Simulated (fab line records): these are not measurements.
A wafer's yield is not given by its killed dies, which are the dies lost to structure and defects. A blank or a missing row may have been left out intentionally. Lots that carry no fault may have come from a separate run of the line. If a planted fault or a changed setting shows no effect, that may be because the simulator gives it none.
Split-lot study / flow n5 finfet / 39 wafers read across 7 lots, on a route 1938 steps long

## ABOUT THE SPLIT
At N5_HKMG_FIN_ALD_71 (deposits TiN, target thk 1 nm, pulse time 1 s, purge time 3 s), the setting ald cycles was moved away from the recipe's 47 on 9 of the 39 wafers read, by -25.5% to +31.9%. All remaining wafers had this setting at the recipe value.

Reading taken at the split's own step.

## THE READING
TiN_of_HKMG_FIN_ALD_71.thk nm (the simulator's own value, which no gauge read), in nm, at N5_HKMG_FIN_ALD_71 (deposits TiN, target thk 1 nm, pulse time 1 s, purge time 3 s). The file does not state a usual value for it.

wafer=L076.1; tool, chamber at the split=ald metal-01, 2,1,0; ald cycles as run=35; against the recipe=-25.5%; TiN_of_HKMG_FIN_ALD_71.thk nm, nm=0.8; against lot-mates on the recipe=-0.2
wafer=L076.2; tool, chamber at the split=ald metal-01, 2,1,0; ald cycles as run=35; against the recipe=-25.5%; TiN_of_HKMG_FIN_ALD_71.thk nm, nm=0.8; against lot-mates on the recipe=-0.2
wafer=L076.3; tool, chamber at the split=ald metal-01, 2,1,0; ald cycles as run=35; against the recipe=-25.5%; TiN_of_HKMG_FIN_ALD_71.thk nm, nm=0.8; against lot-mates on the recipe=-0.2
wafer=L076.4; tool, chamber at the split=ald metal-01, 3,3,2; ald cycles as run=47; against the recipe=recipe; TiN_of_HKMG_FIN_ALD_71.thk nm, nm=1; against lot-mates on the recipe=-
wafer=L076.5; tool, chamber at the split=ald metal-01, 3,3,2; ald cycles as run=47; against the recipe=recipe; TiN_of_HKMG_FIN_ALD_71.thk nm, nm=1; against lot-mates on the recipe=-
wafer=L076.6; tool, chamber at the split=ald metal-01, 3,3,2; ald cycles as run=47; against the recipe=recipe; TiN_of_HKMG_FIN_ALD_71.thk nm, nm=1; against lot-mates on the recipe=-
wafer=L077.1; tool, chamber at the split=ald metal-02, 2,3,0,1,2,1; ald cycles as run=47; against the recipe=recipe; TiN_of_HKMG_FIN_ALD_71.thk nm, nm=1; against lot-mates on the recipe=-
wafer=L077.2; tool, chamber at the split=ald metal-02, 2,3,0,1,2,1; ald cycles as run=47; against the recipe=recipe; TiN_of_HKMG_FIN_ALD_71.thk nm, nm=1; against lot-mates on the recipe=-
wafer=L077.3; tool, chamber at the split=ald metal-02, 2,3,0,1,2,1; ald cycles as run=47; against the recipe=recipe; TiN_of_HKMG_FIN_ALD_71.thk nm, nm=1; against lot-mates on the recipe=-
wafer=L077.4; tool, chamber at the split=ald metal-02, 2,3,0,1,2,1; ald cycles as run=47; against the recipe=recipe; TiN_of_HKMG_FIN_ALD_71.thk nm, nm=1; against lot-mates on the recipe=-
wafer=L077.5; tool, chamber at the split=ald metal-02, 2,3,0,1,2,1; ald cycles as run=47; against the recipe=recipe; TiN_of_HKMG_FIN_ALD_71.thk nm, nm=1; against lot-mates on the recipe=-
wafer=L077.6; tool, chamber at the split=ald metal-02, 2,3,0,1,2,1; ald cycles as run=47; against the recipe=recipe; TiN_of_HKMG_FIN_ALD_71.thk nm, nm=1; against lot-mates on the recipe=-
wafer=L078.1; tool, chamber at the split=ald metal-03, 1,0,3; ald cycles as run=47; against the recipe=recipe; TiN_of_HKMG_FIN_ALD_71.thk nm, nm=1; against lot-mates on the recipe=-
wafer=L078.4; tool, chamber at the split=ald metal-03, 1,0,3; ald cycles as run=47; against the recipe=recipe; TiN_of_HKMG_FIN_ALD_71.thk nm, nm=1; against lot-mates on the recipe=-
wafer=L078.5; tool, chamber at the split=ald metal-03, 1,0,3; ald cycles as run=47; against the recipe=recipe; TiN_of_HKMG_FIN_ALD_71.thk nm, nm=1; against lot-mates on the recipe=-
wafer=L078.2; tool, chamber at the split=ald metal-03, 2,3,0; ald cycles as run=40; against the recipe=-14.9%; TiN_of_HKMG_FIN_ALD_71.thk nm, nm=0.8; against lot-mates on the recipe=-0.2
wafer=L078.3; tool, chamber at the split=ald metal-03, 2,3,0; ald cycles as run=40; against the recipe=-14.9%; TiN_of_HKMG_FIN_ALD_71.thk nm, nm=0.8; against lot-mates on the recipe=-0.2
wafer=L078.6; tool, chamber at the split=ald metal-03, 2,3,0; ald cycles as run=40; against the recipe=-14.9%; TiN_of_HKMG_FIN_ALD_71.thk nm, nm=0.8; against lot-mates on the recipe=-0.2
wafer=L079.1; tool, chamber at the split=ald metal-02, 3,1,0,2,0,1; ald cycles as run=47; against the recipe=recipe; TiN_of_HKMG_FIN_ALD_71.thk nm, nm=1; against lot-mates on the recipe=-
wafer=L079.2; tool, chamber at the split=ald metal-02, 3,1,0,2,0,1; ald cycles as run=47; against the recipe=recipe; TiN_of_HKMG_FIN_ALD_71.thk nm, nm=1; against lot-mates on the recipe=-
wafer=L079.3; tool, chamber at the split=ald metal-02, 3,1,0,2,0,1; ald cycles as run=47; against the recipe=recipe; TiN_of_HKMG_FIN_ALD_71.thk nm, nm=1; against lot-mates on the recipe=-
wafer=L079.4; tool, chamber at the split=ald metal-02, 3,1,0,2,0,1; ald cycles as run=47; against the recipe=recipe; TiN_of_HKMG_FIN_ALD_71.thk nm, nm=1; against lot-mates on the recipe=-
wafer=L079.5; tool, chamber at the split=ald metal-02, 3,1,0,2,0,1; ald cycles as run=47; against the recipe=recipe; TiN_of_HKMG_FIN_ALD_71.thk nm, nm=1; against lot-mates on the recipe=-
wafer=L079.6; tool, chamber at the split=ald metal-02, 3,1,0,2,0,1; ald cycles as run=47; against the recipe=recipe; TiN_of_HKMG_FIN_ALD_71.thk nm, nm=1; against lot-mates on the recipe=-
wafer=L082.1; tool, chamber at the split=ald metal-03, 1,2,3; ald cycles as run=47; against the recipe=recipe; TiN_of_HKMG_FIN_ALD_71.thk nm, nm=1; against lot-mates on the recipe=-
wafer=L082.4; tool, chamber at the split=ald metal-03, 1,2,3; ald cycles as run=47; against the recipe=recipe; TiN_of_HKMG_FIN_ALD_71.thk nm, nm=1; against lot-mates on the recipe=-
wafer=L082.6; tool, chamber at the split=ald metal-03, 1,2,3; ald cycles as run=47; against the recipe=recipe; TiN_of_HKMG_FIN_ALD_71.thk nm, nm=1; against lot-mates on the recipe=-
wafer=L087.1; tool, chamber at the split=ald metal-03, 0,1,3; ald cycles as run=47; against the recipe=recipe; TiN_of_HKMG_FIN_ALD_71.thk nm, nm=1; against lot-mates on the recipe=-
wafer=L087.3; tool, chamber at the split=ald metal-03, 0,1,3; ald cycles as run=47; against the recipe=recipe; TiN_of_HKMG_FIN_ALD_71.thk nm, nm=1; against lot-mates on the recipe=-
wafer=L087.5; tool, chamber at the split=ald metal-03, 0,1,3; ald cycles as run=47; against the recipe=recipe; TiN_of_HKMG_FIN_ALD_71.thk nm, nm=1; against lot-mates on the recipe=-
wafer=L087.2; tool, chamber at the split=ald metal-03, 3,2,0; ald cycles as run=62; against the recipe=+31.9%; TiN_of_HKMG_FIN_ALD_71.thk nm, nm=1.4; against lot-mates on the recipe=+0.4
wafer=L087.4; tool, chamber at the split=ald metal-03, 3,2,0; ald cycles as run=62; against the recipe=+31.9%; TiN_of_HKMG_FIN_ALD_71.thk nm, nm=1.4; against lot-mates on the recipe=+0.4
wafer=L087.6; tool, chamber at the split=ald metal-03, 3,2,0; ald cycles as run=62; against the recipe=+31.9%; TiN_of_HKMG_FIN_ALD_71.thk nm, nm=1.4; against lot-mates on the recipe=+0.4
wafer=L096.1; tool, chamber at the split=ald metal-02, 0,3,1,2,3,2; ald cycles as run=47; against the recipe=recipe; TiN_of_HKMG_FIN_ALD_71.thk nm, nm=1; against lot-mates on the recipe=-
wafer=L096.2; tool, chamber at the split=ald metal-02, 0,3,1,2,3,2; ald cycles as run=47; against the recipe=recipe; TiN_of_HKMG_FIN_ALD_71.thk nm, nm=1; against lot-mates on the recipe=-
wafer=L096.3; tool, chamber at the split=ald metal-02, 0,3,1,2,3,2; ald cycles as run=47; against the recipe=recipe; TiN_of_HKMG_FIN_ALD_71.thk nm, nm=1; against lot-mates on the recipe=-
wafer=L096.4; tool, chamber at the split=ald metal-02, 0,3,1,2,3,2; ald cycles as run=47; against the recipe=recipe; TiN_of_HKMG_FIN_ALD_71.thk nm, nm=1; against lot-mates on the recipe=-
wafer=L096.5; tool, chamber at the split=ald metal-02, 0,3,1,2,3,2; ald cycles as run=47; against the recipe=recipe; TiN_of_HKMG_FIN_ALD_71.thk nm, nm=1; against lot-mates on the recipe=-
wafer=L096.6; tool, chamber at the split=ald metal-02, 0,3,1,2,3,2; ald cycles as run=47; against the recipe=recipe; TiN_of_HKMG_FIN_ALD_71.thk nm, nm=1; against lot-mates on the recipe=-
The file does not say which wafer passed through which chamber wherever a row lists several chambers: such a row stands for several wafers.

FIT RESULTS
A straight line over all 39 wafers: TiN_of_HKMG_FIN_ALD_71.thk nm changes by +0.0111 nm for each +1% of ald cycles; r = +0.98; the points scatter about the line by 0.028 nm.
The same after taking each lot's own level away (the mean of its wafers on the recipe; 39 wafers): +0.0111 nm for each +1%; r = +0.98; scatter 0.028 nm.
On that fit, the largest move of ald cycles shifts the reading by 0.35 nm.
The lots' own levels span 1.00 to 1.00 nm.
The two slopes agree, so the slope changes little with the lot-to-lot level.
Check: +0.349 nm against its lot-mates is what the line predicts for one of the wafers moved furthest among these (+31.9%) when that wafer is left out of the fit. Against them it came out at +0.4 nm.

## FILE'S OWN FIT
TiN_of_HKMG_FIN_ALD_71.thk nm changes by +0.011 nm for each +1% of ald cycles, r = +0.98.
